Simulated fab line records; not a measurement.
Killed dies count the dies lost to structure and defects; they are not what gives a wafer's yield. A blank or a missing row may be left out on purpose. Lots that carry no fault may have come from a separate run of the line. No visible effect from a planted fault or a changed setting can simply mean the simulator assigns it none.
Chamber matching -- flow n5-finfet -- 3 sister chambers for N5_BEOL_M4_CO_CAP_55 on cvd-co-01
The step material Co, precursor CCTBA/H2, target thk 2 nm, time 102.1 s. 16 wafers are shown with their chamber, then 8 later ones without.

## WAFERS, EACH WITH ITS CHAMBER
wafer,chamber,heater-power-w (W)
L268.1,0,245
L268.2,1,221
L268.5,1,222
L269.1,1,227
L269.2,2,228
L269.5,2,232
L278.2,0,245
L278.4,2,230
L278.5,0,234
L277.4,2,231
L277.5,1,225
L277.6,0,241
L282.1,2,230
L282.5,1,224
L282.6,0,242
L281.1,0,242

SIGNATURES (means of the wafers above)
reading,chamber 0,chamber 1,chamber 2,scatter within a chamber
heater-power-w,241.50,223.80,230.20,2.95
Rule: a wafer's distance from a chamber is the root of the sum, over the readings, of the square of ((its reading less the chamber's mean) divided by the reading's scatter). If the next closest chamber is less than 2 further off than the closest, the wafer can't be placed; otherwise it belongs to the closest. The scatter: take each reading less its chamber's mean, square it, sum over the shown wafers, divide by the number of wafers less the number of chambers, and take the root.

## WAFERS WITH NO CHAMBER GIVEN
wafer,heater-power-w (W)
L281.3,224
L281.5,227
L289.2,228
L289.5,239
L289.6,238
L288.2,233
L288.3,228
L288.6,232

## CHAMBER TAKEN BY EACH
wafer,from the rows above,in truth
L281.3,1,1
L281.5,can't be placed: 1 or 2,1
L289.2,can't be placed: 2 or 1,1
L289.5,0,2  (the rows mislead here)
L289.6,can't be placed: 0 or 2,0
L288.2,can't be placed: 2 or 0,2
L288.3,can't be placed: 2 or 1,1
L288.6,2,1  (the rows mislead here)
1 of 8 placed correctly. Not placeable from these rows: 5 (in 5, the candidates include the true chamber). 2 placed wrongly.
